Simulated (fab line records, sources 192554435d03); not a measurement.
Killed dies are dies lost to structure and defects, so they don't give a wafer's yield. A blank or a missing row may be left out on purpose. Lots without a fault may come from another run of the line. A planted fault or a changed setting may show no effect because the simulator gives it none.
Split-lot experiment | flow n5_finfet | 7 lots, 21 wafers read, on a route of 1938 steps

THE SPLIT
At N5_PMOS_HMC_CHANNEL_EPI_EXPOSE_06 (exposes mask PMOS HMC BLK, target cd 240 nm), the setting dose_mj was moved away from the recipe's 41 on 3 of the 21 wafers read, by -5.6% to +5.8%. The other wafers ran this setting at the recipe's value.

FROM THE SPLIT TO THE READING: what the file shows between them, 2 steps
- N5_PMOS_HMC_CHANNEL_EPI_PEB_07: peb time 60 s
- N5_PMOS_HMC_CHANNEL_EPI_DEVELOP_08: develop time 30 s

THE READING
cd_nm, in nm, at N5_PMOS_HMC_CHANNEL_EPI_CD_MEAS_09 (target cd 237.4 nm). Fault-free wafers of this fab line usually give 237.4 nm, standard deviation 0.98 nm.

wafer  | tool, chamber at the split | dose_mj as run | against the recipe | cd_nm, nm | against lot-mates on the recipe
L079.1 | arfi_scanner-03, 0         | 41             | recipe             | 239.6     | -
L079.2 | arfi_scanner-03, 0         | 41.86          | +2.1%              | 241.7     | +2.6
L079.3 | arfi_scanner-03, 0         | 41             | recipe             | 238.5     | -
L083.1 | arfi_scanner-03, 0         | 41             | recipe             | 238.5     | -
L083.3 | arfi_scanner-03, 0         | 41             | recipe             | 237.9     | -
L083.6 | arfi_scanner-03, 0         | 38.71          | -5.6%              | 234.0     | -4.2
L085.1 | arfi_scanner-02, 0         | 41             | recipe             | 237.9     | -
L085.5 | arfi_scanner-02, 0         | 41             | recipe             | 237.3     | -
L085.6 | arfi_scanner-02, 0         | 41             | recipe             | 237.5     | -
L086.2 | arfi_scanner-02, 0         | 41             | recipe             | 235.8     | -
L086.4 | arfi_scanner-02, 0         | 41             | recipe             | 237.0     | -
L086.6 | arfi_scanner-02, 0         | 41             | recipe             | 236.6     | -
L089.1 | arfi_scanner-01, 0         | 41             | recipe             | 237.5     | -
L089.3 | arfi_scanner-01, 0         | 41             | recipe             | 236.6     | -
L089.5 | arfi_scanner-01, 0         | 41             | recipe             | 237.9     | -
L093.1 | arfi_scanner-01, 0         | 41             | recipe             | 237.2     | -
L093.4 | arfi_scanner-01, 0         | 41             | recipe             | 237.3     | -
L093.6 | arfi_scanner-01, 0         | 41             | recipe             | 236.3     | -
L096.1 | arfi_scanner-02, 0         | 43.38          | +5.8%              | 241.4     | +4.2
L096.3 | arfi_scanner-02, 0         | 41             | recipe             | 237.2     | -
L096.5 | arfi_scanner-02, 0         | 41             | recipe             | 237.3     | -

THE FIT
A straight line over all 21 wafers: cd_nm changes by +0.733 nm for each +1% of dose_mj; r = +0.80; the points scatter about the line by 1 nm.
The same after taking each lot's own level away (the mean of its wafers on the recipe; 21 wafers): +0.765 nm for each +1%; r = +0.95; scatter 0.48 nm.
On that fit, the largest move of dose_mj shifts the reading by 4.4 nm.
The lots' own levels span 236.47 to 239.05 nm, that is 2.6 times the standard deviation above.
So the lot-to-lot level changes the slope little: the two slopes agree.
Check: with one of the wafers moved furthest among these (+5.8%) left out of the fit, the line predicts +4.84 nm for it against its lot-mates. It came out at +4.15 nm against them.

OTHER SPLITS ON THESE WAFERS
These wafers also went through other splits before the reading. Each is held against what the fit with the lots' levels taken away leaves over:
other split on the same wafers           | wafers away from the commonest value | r with cd_nm (lot level and that fit taken away)
N5_ZERO_LAYER_COAT_05 spin_rpm           | 8                                    | -0.09
N5_ZERO_LAYER_EXPOSE_08 dose_mj          | 5                                    | -0.16
N5_PMOS_HMC_CHANNEL_EPI_HM_DEP_34 time_s | 8                                    | -0.03

THE WHOLE CHAIN: every reading that the file lists as answering this split, in the file's order
step                               | what it does                                                      | reading                                                                     | change (the file's fit)               | r (the file's)
N5_PMOS_HMC_CHANNEL_EPI_CD_MEAS_09 | target cd 237.4 nm                                                | cd_nm                                                                       | +0.767 nm for each +1% of the setting | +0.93
N5_PMOS_HMC_CHANNEL_EPI_DESCUM_14  | chemistry O2, time 7.9 s                                          | PMOS_HMC_CHANNEL_EPI.cd_nm (the simulator's own value, which no gauge read) | +0.81 nm for each +1% of the setting  | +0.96
N5_PMOS_HMC_CHANNEL_EPI_HM_OPEN_15 | chemistry CHF3/O2, target SiO2, target depth 40.6 nm, time 20.3 s | PMOS_HMC_CHANNEL_EPI.cd_nm (the simulator's own value, which no gauge read) | +0.801 nm for each +1% of the setting | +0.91

THE FILE'S OWN FIT
cd_nm changes by +0.767 nm for each +1% of dose_mj, r = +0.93.
